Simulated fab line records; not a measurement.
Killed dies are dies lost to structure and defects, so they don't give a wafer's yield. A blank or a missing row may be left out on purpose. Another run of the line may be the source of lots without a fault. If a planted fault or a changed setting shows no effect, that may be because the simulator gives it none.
Split-lot trial ; flow n5Finfet ; 39 wafers read from 7 lots, route of 1938 steps

== THE SPLIT ==
At N5_MOL_CONTACT_COAG_ETCH_47 (etches SiNx in CH3F/O2, stops on W, target depth 27 nm), the setting sourceW was moved away from the recipe's 395 W on 18 of the 39 wafers read, by -16.3% to +15.9%. The other wafers ran this setting at the recipe's value.

The split's own step is where the reading is taken.

== THE READING ==
rfVppV, in V, at N5_MOL_CONTACT_COAG_ETCH_47 (etches SiNx in CH3F/O2, stops on W, target depth 27 nm). Fault-free wafers of this fab line usually give 298 V, standard deviation 3.4 V.

wafer;tool, chamber at the split;sourceW as run, W;against the recipe;rfVppV, V;against lot-mates on the recipe
L082.1;rieDiel-01, 0;395;recipe;297;-
L082.2;rieDiel-01, 1;349.9;-11.4%;321;+26
L082.3;rieDiel-01, 3;395;recipe;294;-
L082.4;rieDiel-01, 0;349.9;-11.4%;317;+22
L082.5;rieDiel-01, 1;349.9;-11.4%;319;+24
L082.6;rieDiel-01, 3;395;recipe;295;-
L083.1;rieDiel-03, 0;395;recipe;297;-
L083.2;rieDiel-03, 1;395;recipe;301;-
L083.3;rieDiel-03, 3;395;recipe;298;-
L085.1;rieDiel-01, 2;395;recipe;298;-
L085.2;rieDiel-01, 0;330.7;-16.3%;324;+27
L085.3;rieDiel-01, 1;330.7;-16.3%;329;+32
L085.4;rieDiel-01, 3;330.7;-16.3%;320;+23
L085.5;rieDiel-01, 0;395;recipe;299;-
L085.6;rieDiel-01, 3;395;recipe;295;-
L087.1;rieDiel-03, 1;395;recipe;303;-
L087.2;rieDiel-03, 2;357.3;-9.5%;309;+7
L087.3;rieDiel-03, 1;395;recipe;302;-
L087.4;rieDiel-03, 2;357.3;-9.5%;308;+6
L087.5;rieDiel-03, 1;395;recipe;301;-
L087.6;rieDiel-03, 2;357.3;-9.5%;309;+7
L091.1;rieDiel-03, 1;395;recipe;301;-
L091.2;rieDiel-03, 2;414.5;+4.9%;288;-11
L091.3;rieDiel-03, 0;395;recipe;296;-
L091.4;rieDiel-03, 3;414.5;+4.9%;293;-6
L091.5;rieDiel-03, 1;395;recipe;300;-
L091.6;rieDiel-03, 0;414.5;+4.9%;289;-10
L096.1;rieDiel-01, 2;354.5;-10.3%;315;+18
L096.2;rieDiel-01, 1;354.5;-10.3%;318;+21
L096.3;rieDiel-01, 0;395;recipe;298;-
L096.4;rieDiel-01, 3;395;recipe;294;-
L096.5;rieDiel-01, 3;354.5;-10.3%;310;+13
L096.6;rieDiel-01, 2;395;recipe;298;-
L097.1;rieDiel-01, 0;395;recipe;297;-
L097.2;rieDiel-01, 2;395;recipe;300;-
L097.3;rieDiel-01, 3;457.7;+15.9%;275;-26
L097.4;rieDiel-01, 1;395;recipe;305;-
L097.5;rieDiel-01, 2;457.7;+15.9%;281;-20
L097.6;rieDiel-01, 3;457.7;+15.9%;275;-26

FIT RESULTS
A straight line over all 39 wafers: rfVppV changes by -1.49 V for each +1% of sourceW; r = -0.96; the points scatter about the line by 3.3 V.
The same after taking each lot's own level away (the mean of its wafers on the recipe; 39 wafers): -1.58 V for each +1%; r = -0.96; scatter 3.8 V.
On that fit, the largest move of sourceW shifts the reading by 26 V.
The span of the lots' own levels, 295.3 to 302.0 V, comes to 2.0 times the standard deviation stated above.
So the lot-to-lot level changes the slope little: the two slopes agree.
Check: +25.7 V against its lot-mates is what the line predicts for one of the wafers moved furthest among these (-16.3%) when that wafer is left out of the fit. Against them it came out at +26.7 V.
Tool readings at the split's step, against how far the setting was moved: etchRfOnTimeS r = -0.93; rfVppV r = -0.96.

== ADDITIONAL SPLITS CARRIED BY THESE WAFERS ==
Before the reading, these wafers also passed through other splits. Each is held against what the fit with the lots' levels taken away leaves over:
other split on the same wafers;wafers away from the commonest value;r with rfVppV (lot level and that fit taken away)
N5_DUMMY_GATE_ETCH_37 sourceW;12;-0.06
N5_DUMMY_GATE_ETCH_32 timeS;18;-0.27

== THE WHOLE CHAIN: every reading that the file lists as answering this split, in the file's order ==
step;what it does;reading;change (the file's fit);r (the file's)
N5_MOL_CONTACT_COAG_ETCH_47;etches SiNx in CH3F/O2, stops on W, target depth 27 nm;etchRfOnTimeS;withheld for each +1% of the setting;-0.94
N5_MOL_CONTACT_COAG_ETCH_47;etches SiNx in CH3F/O2, stops on W, target depth 27 nm;rfVppV;-1.58 V for each +1% of the setting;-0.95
N5_MOL_CONTACT_COAG_ETCH_47;etches SiNx in CH3F/O2, stops on W, target depth 27 nm;etch.tClearS (the simulator's own value, which no gauge read);-0.109 s for each +1% of the setting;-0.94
N5_MOL_CONTACT_COAG_ETCH_47;etches SiNx in CH3F/O2, stops on W, target depth 27 nm;etch.overEtchS (the simulator's own value, which no gauge read);-0.0218 s for each +1% of the setting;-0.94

== FILE'S OWN FIT ==
rfVppV changes by -1.58 V for each +1% of sourceW, r = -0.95.
